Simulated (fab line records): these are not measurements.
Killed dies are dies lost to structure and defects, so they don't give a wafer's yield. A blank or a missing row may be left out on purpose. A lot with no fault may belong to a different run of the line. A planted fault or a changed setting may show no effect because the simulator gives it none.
Split-lot trial + flow n5 finfet + on a route of 1938 steps: 7 lots, 21 wafers read

== THE SPLIT ITSELF ==
At N5_MIM_BOT_LITHO_EXPOSE_05 (exposes mask MIM BOT), the setting dose mj was moved away from the recipe's 24.25 on 6 of the 21 wafers read, by +4.7% to +6.2%. This setting was run at the recipe's value on the other wafers.

== FROM THE SPLIT TO THE READING: what the file shows between them, 3 steps ==
- N5_MIM_BOT_LITHO_PEB_06
- N5_MIM_BOT_LITHO_DEVELOP_07: develop time 60 s
- N5_MIM_BOT_LITHO_HARDBAKE_09: time 120 s

== THE READING ==
Shown in nm: cd nm at N5_MIM_BOT_LITHO_CD_MEAS_08, with target cd 3000 nm. Typical for fault-free wafers on this fab line: 2999.0 nm, with standard deviation 1.9 nm.

| wafer  | tool, chamber at the split | dose mj as run | against the recipe | cd nm, nm | against lot-mates on the recipe |
|--------|----------------------------|----------------|--------------------|-----------|---------------------------------|
| L079.1 | krf scanner-01, 0          | 24.25          | recipe             | 3001.2    | -                               |
| L079.3 | krf scanner-01, 0          | 24.25          | recipe             | 3002.6    | -                               |
| L079.5 | krf scanner-01, 0          | 24.25          | recipe             | 2998.3    | -                               |
| L078.1 | krf scanner-01, 0          | 24.25          | recipe             | 2999.7    | -                               |
| L078.5 | krf scanner-01, 0          | 24.25          | recipe             | 3002.0    | -                               |
| L078.6 | krf scanner-01, 0          | 24.25          | recipe             | 2999.3    | -                               |
| L085.1 | krf scanner-01, 0          | 25.38          | +4.7%              | 3006.5    | +9.8                            |
| L085.5 | krf scanner-01, 0          | 24.25          | recipe             | 2996.7    | -                               |
| L085.6 | krf scanner-01, 0          | 25.38          | +4.7%              | 3007.2    | +10.5                           |
| L087.1 | krf scanner-01, 0          | 24.25          | recipe             | 3000.9    | -                               |
| L087.5 | krf scanner-01, 0          | 25.68          | +5.9%              | 3011.0    | +10.1                           |
| L087.6 | krf scanner-01, 0          | 25.68          | +5.9%              | 3007.5    | +6.6                            |
| L090.2 | krf scanner-02, 0          | 25.75          | +6.2%              | 3007.9    | +8.7                            |
| L090.4 | krf scanner-02, 0          | 24.25          | recipe             | 2999.2    | -                               |
| L090.5 | krf scanner-02, 0          | 25.75          | +6.2%              | 3007.5    | +8.3                            |
| L092.2 | krf scanner-02, 0          | 24.25          | recipe             | 2997.7    | -                               |
| L092.5 | krf scanner-02, 0          | 24.25          | recipe             | 2995.9    | -                               |
| L092.6 | krf scanner-02, 0          | 24.25          | recipe             | 3000.7    | -                               |
| L096.1 | krf scanner-01, 0          | 24.25          | recipe             | 2997.9    | -                               |
| L096.3 | krf scanner-01, 0          | 24.25          | recipe             | 2998.8    | -                               |
| L096.4 | krf scanner-01, 0          | 24.25          | recipe             | 2997.6    | -                               |

FIT RESULTS
A straight line over all 21 wafers: cd nm changes by +1.55 nm for each +1% of dose mj; r = +0.91; the points scatter about the line by 1.8 nm.
The same after taking each lot's own level away (the mean of its wafers on the recipe; 21 wafers): +1.56 nm for each +1%; r = +0.93; scatter 1.7 nm.
That fit puts the effect of the largest move of dose mj on the reading at 9.6 nm.
Across the lots, their own levels run from 2996.70 to 3000.90 nm, a range of 2.2 times the standard deviation given above.
Hence the lot-to-lot level has little effect on the slope; both slopes agree.
Check: with one of the wafers moved furthest among these (+6.2%) left out of the fit, the line predicts +9.99 nm for it against its lot-mates. It came out at +8.7 nm against them.

== FURTHER SPLITS ON THESE WAFERS ==
These wafers also went through other splits before the reading. Each is held against what the fit with the lots' levels taken away leaves over:
| other split on the same wafers  | wafers away from the commonest value | r with cd nm (lot level and that fit taken away) |
|---------------------------------|--------------------------------------|--------------------------------------------------|
| N5_BEOL_M13_ETCH_59 time s      | 10                                   | -0.61                                            |
| N5_BEOL_M14_ETCH_59 time s      | 8                                    | +0.16                                            |
| N5_BEOL_M14_EXPOSE_25 dose mj   | 7                                    | -0.01                                            |
| N5_BEOL_M15_EXPOSE_07 dose mj   | 7                                    | -0.04                                            |
| N5_MIM_TOP_ETCH_PECVD_03 time s | 5                                    | +0.09                                            |

== FILE'S OWN FIT ==
cd nm changes by +1.57 nm for each +1% of dose mj, r = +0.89.
